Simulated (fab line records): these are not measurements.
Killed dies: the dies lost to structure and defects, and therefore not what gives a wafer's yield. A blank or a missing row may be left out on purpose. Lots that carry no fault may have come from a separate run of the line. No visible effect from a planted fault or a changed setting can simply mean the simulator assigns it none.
What tool caused it?	flow n5Finfet	11 lots, 33 wafers sampled, at 3 steps of a route of 1938

WHAT THE GAUGES READ, wafer by wafer
N5_PASSIVATION_CD_MEAS_10: target cd 3000 nm.
lot	measured	on	cdNm (nm)
L366	day 12 21:47	cdSem-03	3002.9 3002.3 3000.9
L368	day 13 08:17	cdSem-02	3004.4 3000.5 2999.6
L369	day 13 11:44	cdSem-01	3000.8 2997.9 3000.5
L370	day 14 06:44	cdSem-01	2999.5 3002.8 2998.1
L373	day 14 11:24	cdSem-01	3000.1 3001.3 2995.8
L374	day 15 04:28	cdSem-03	3000.7 2999.7 3002.3
L375	day 15 07:48	cdSem-02	2997.9 3000.8 3002.7
L384	day 17 04:42	cdSem-03	3001.3 3001.7 3003.2
L385	day 17 05:53	cdSem-02	2999.4 3000.8 2998.8
L386	day 18 10:40	cdSem-01	3000.8 2997.8 3001.3
L388	day 18 22:27	cdSem-01	2997.7 2999.4 3000.0

WHAT TOOL EACH LOT RAN ON (gives the tool, then ch and the chambers of the sampled wafers, and finally the start)
lot	N5_MOL_CONTACT_COAG_ETCH_66	N5_MIM_BOT_ETCH_ETCH_03
L366	rieDiel-06 ch 1,2,3, day 5 17:37	rieMetal-03 ch 0, day 12 17:58
L368	rieDiel-06 ch 0,1,2, day 6 00:29	rieMetal-01 ch 0,1, day 13 06:31
L369	rieDiel-01 ch 0,1,3, day 6 06:29	rieMetal-02 ch 0,1, day 13 09:25
L370	rieDiel-06 ch 0,2,3, day 6 13:13	rieMetal-02 ch 0,1, day 14 05:25
L373	rieDiel-06 ch 0,2,3, day 7 03:37	rieMetal-03 ch 0,1, day 14 10:13
L374	rieDiel-06 ch 0,1,3, day 7 11:54	rieMetal-03 ch 0,1, day 15 01:30
L375	rieDiel-05 ch 2,3, day 7 20:38	rieMetal-01 ch 0,1, day 15 06:33
L384	rieDiel-01 ch 0,3, day 9 21:33	rieMetal-01 ch 0,1, day 17 03:33
L385	rieDiel-01 ch 0,1,3, day 10 12:58	rieMetal-01 ch 0,1, day 17 04:35
L386	rieDiel-01 ch 0,2, day 10 13:10	rieMetal-03 ch 0,1, day 18 09:10
L388	rieDiel-01 ch 1,2,3, day 10 23:47	rieMetal-01 ch 0,1, day 18 19:20
- N5_MOL_CONTACT_COAG_ETCH_66: etches SiARC in CF4, target depth 13 nm, time 21.7 s.
- N5_MIM_BOT_ETCH_ETCH_03: etches the open film in Cl2/BCl3, target depth 12 nm.

THE ANSWER, worked out from the rows above alone
Rule: the lots themselves supply what counts as usual. The widest of any qualifying gaps counts: lots, ordered by their means at a reading, are off when they make up no more than a third of the lots, leave a main group of 4 or more, and stand apart from it by 3 or more times the standard deviation of that group's means. A main group is skipped when, at the precision printed for the reading in the tables above, its means are all equal. Also off: a lot with no number at a reading for which 4 or more lots have one. Where the step has rows for the other lots, those lots are counted as sound.
No lot is off at any reading shown: from this, nothing can be told.

WHAT HAD BEEN PUT IN BY THE SIMULATOR
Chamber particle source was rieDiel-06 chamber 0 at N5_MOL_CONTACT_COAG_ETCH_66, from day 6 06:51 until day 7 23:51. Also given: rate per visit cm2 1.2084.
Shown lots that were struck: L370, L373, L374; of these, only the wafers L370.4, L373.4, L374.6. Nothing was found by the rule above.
